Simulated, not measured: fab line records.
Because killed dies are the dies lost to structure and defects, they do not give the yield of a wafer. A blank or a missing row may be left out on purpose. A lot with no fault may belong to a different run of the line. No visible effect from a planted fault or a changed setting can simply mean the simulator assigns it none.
Check for tools in common	flow nand_harc	15 wafers sampled across 5 lots

== WHY IT WAS OPENED ==
Flagged at NHARC_END_SORT_01: reading killed_dies, on 2 of 5 lots. Fault-free wafers read 32, with a standard deviation of 9.
Rule: a lot gets a flag if all its wafers with a number sit over 4 standard deviations from that mean, or if no wafer of it has a number. As for the other lots, they are considered sound.

lot	measured	on	killed_dies, wafer by wafer	flag
L959	day 22 05:53	prober-02	40 44 46	
L963	day 23 06:07	prober-02	22 32 29	
L971	day 24 12:34	prober-02	677 677 677	FLAGGED
L970	day 25 11:58	prober-02	677 677 677	FLAGGED
L976	day 26 12:13	prober-02	44 37 28	
The numbers of the flagged lots are 677 on average: +645 against the usual, or +72 standard deviations.

== WHICH TOOL EACH LOT WENT THROUGH ==
The record holds 4 process steps before the reading, out of a route of 1159 steps. Read each cell as the tool, then ch plus the chambers that the sampled wafers visited, then the start.
lot	flag	NHARC_A_CHANNEL_HOLE_D1_ETCH_24	NHARC_A_CHANNEL_HOLE_D1_ETCH_25	NHARC_A_CHANNEL_FILL_D1_ALD_02	NHARC_A_CHANNEL_FILL_D1_ETCHBACK_19
L959		har_etch-01 ch 0,1, day 10 04:08	har_etch-01 ch 0,1, day 10 04:54	ald_hk-04 ch 0,1,2, day 10 07:56	rie_si-04 ch 0,1,3, day 11 12:19
L963		har_etch-02 ch 0, day 10 12:53	har_etch-02 ch 0, day 10 13:39	ald_hk-04 ch 0,1, day 10 17:08	rie_si-05 ch 0,1, day 11 17:26
L971	FLAGGED	har_etch-01 ch 0,1, day 12 17:00	har_etch-01 ch 0,1, day 12 17:47	ald_hk-04 ch 0,1,3, day 12 20:56	rie_si-05 ch 1,2,3, day 13 20:11
L970	FLAGGED	har_etch-02 ch 0,1, day 12 16:01	har_etch-02 ch 0,1, day 12 16:47	ald_hk-04 ch 2,3, day 12 19:47	rie_si-03 ch 0,2, day 13 20:11
L976		har_etch-02 ch 1, day 14 04:25	har_etch-02 ch 1, day 14 05:12	ald_hk-01 ch 2,3, day 14 08:12	rie_si-04 ch 1,2, day 15 08:34
What the steps here do:
- NHARC_A_CHANNEL_HOLE_D1_ETCH_24: etches the open film in C4F8/O2/Ar, time 906.2 s, target depth 1500 nm.
- NHARC_A_CHANNEL_HOLE_D1_ETCH_25: etches the open film in C4F8/O2/Ar, time 1040.2 s, target depth 1500 nm.
- NHARC_A_CHANNEL_FILL_D1_ALD_02: deposits SiO2, target thk 6 nm, pulse time 10 s, ald cycles 60.
- NHARC_A_CHANNEL_FILL_D1_ETCHBACK_19: etches the open film in HBr/Cl2, target depth 5 nm, time 1.7 s.
- NHARC_END_SORT_01

== FLAGGED AGAINST TOTAL, ONE TOOL AT A TIME (gauges that did the reading follow at the end) ==
step	tool	lots run	flagged	share of the flagged lots	sound lots run after its first flagged lot
NHARC_A_CHANNEL_HOLE_D1_ETCH_24	har_etch-01	2	1	some	0
NHARC_A_CHANNEL_HOLE_D1_ETCH_24	har_etch-02	3	1	some	1 (L976)
NHARC_A_CHANNEL_HOLE_D1_ETCH_25	har_etch-01	2	1	some	0
NHARC_A_CHANNEL_HOLE_D1_ETCH_25	har_etch-02	3	1	some	1 (L976)
NHARC_A_CHANNEL_FILL_D1_ALD_02	ald_hk-01	1	0	none	-
NHARC_A_CHANNEL_FILL_D1_ALD_02	ald_hk-04	4	2	all	0
NHARC_A_CHANNEL_FILL_D1_ETCHBACK_19	rie_si-03	1	1	some	0
NHARC_A_CHANNEL_FILL_D1_ETCHBACK_19	rie_si-04	2	0	none	-
NHARC_A_CHANNEL_FILL_D1_ETCHBACK_19	rie_si-05	2	1	some	0
NHARC_END_SORT_01	prober-02	5	2	all	1 (L976)

== WHAT THE TABLE PERMITS ==
Rows of the table that ran all the flagged lots, 2 in number: ald_hk-04 at NHARC_A_CHANNEL_FILL_D1_ALD_02; prober-02 at NHARC_END_SORT_01.
- ald_hk-04 at NHARC_A_CHANNEL_FILL_D1_ALD_02: 2 of its 4 lots flagged. It ran its last sound lot, L963, at day 10 17:08 and its first flagged lot, L970, at day 12 19:47: a fault with its onset between the two fits. On the flagged lots its readings are blank where sound lots have values: heater_power_outer_w, heater_power_w, precursor_pulse_height_rel.
- prober-02 at NHARC_END_SORT_01: 2 of its 5 lots flagged. After the first flagged lot (L976), sound lots still ran on it; a lasting fault on the whole tool would not permit that.
Left over: one tool, ald_hk-04 at NHARC_A_CHANNEL_FILL_D1_ALD_02.

== WHAT THE SIMULATOR HAD INSERTED ==
Beginning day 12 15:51, the whole step at NHARC_A_CHANNEL_FILL_D1_ALD_02 was skipped on ald_hk-04. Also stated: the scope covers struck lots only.
Struck lots among those shown: L971, L970. Same finding as the rule above.
